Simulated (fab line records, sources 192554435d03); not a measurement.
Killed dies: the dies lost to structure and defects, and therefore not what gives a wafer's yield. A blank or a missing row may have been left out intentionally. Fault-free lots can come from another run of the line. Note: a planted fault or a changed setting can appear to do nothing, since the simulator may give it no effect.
Matching of chambers    flow n5Finfet    rieDiel-04 running N5_BEOL_M2_DESCUM_16: 4 sister chambers
The step chemistry O2, time 7 s. 18 wafers are shown with their chamber, then 9 later ones without.

== WAFERS, EACH WITH ITS CHAMBER ==
wafer   chamber  drypumpMotorCurrentA (A)  showerheadPlenumPTorr (Torr)  throttleValvePct (%)
L075.2  3        5.6                       2.17                          20.17
L075.3  0        6.6                       1.99                          20.23
L075.5  2        5.8                       2.15                          20.18
L076.2  2        5.7                       2.15                          20.18
L076.4  3        5.6                       2.17                          20.15
L076.6  1        5.7                       2.10                          20.62
L083.2  3        5.7                       2.17                          20.17
L083.3  0        6.6                       1.98                          20.25
L083.6  0        6.6                       1.98                          20.25
L085.1  3        5.7                       2.16                          20.17
L085.4  2        5.7                       2.14                          19.94
L085.5  3        5.6                       2.16                          20.17
L090.2  3        5.6                       2.16                          20.20
L090.3  1        5.7                       2.08                          20.68
L090.5  2        5.7                       2.14                          19.93
L091.1  3        5.7                       2.16                          20.20
L091.3  2        5.8                       2.14                          19.93
L091.6  1        5.7                       2.08                          20.66

SIGNATURES, as means of the wafers listed above
reading                chamber 0  chamber 1  chamber 2  chamber 3  scatter within a chamber
drypumpMotorCurrentA   6.600      5.700      5.740      5.643      0.0456
showerheadPlenumPTorr  1.9833     2.0867     2.1440     2.1643     0.00668
throttleValvePct       20.2433    20.6533    20.0320    20.1757    0.0743
Rule: for each reading, subtract the chamber's mean from the wafer's reading, divide by that reading's scatter and square the result; add these up over the readings and take the root, which gives the wafer's distance from the chamber. The wafer belongs to the nearest chamber; if the next one is less than 2 further off, it can't be placed. The scatter: take each reading less its chamber's mean, square it, sum over the shown wafers, divide by the number of wafers less the number of chambers, and take the root.

== WAFERS WHOSE CHAMBER IS MISSING ==
wafer   drypumpMotorCurrentA (A)  showerheadPlenumPTorr (Torr)  throttleValvePct (%)
L094.1  5.8                       2.14                          19.96
L094.5  5.7                       2.16                          20.22
L094.6  5.7                       2.14                          19.95
L093.2  5.7                       2.14                          19.94
L093.4  5.7                       2.14                          19.94
L093.6  5.7                       2.16                          20.22
L096.1  5.8                       2.13                          19.97
L096.2  6.6                       2.24                          19.89
L096.6  5.7                       2.08                          20.70

== WHICH CHAMBER EACH ONE RAN IN ==
wafer   from the rows above      in truth
L094.1  2                        2
L094.5  3                        3
L094.6  2                        2
L093.2  2                        2
L093.4  2                        2
L093.6  3                        3
L096.1  2                        2
L096.2  can't be placed: 2 or 3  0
L096.6  1                        1
Placed correctly: 8 of 9. Not placeable from these rows: 1 (in 0, the candidates include the true chamber). Number placed wrongly: 0.
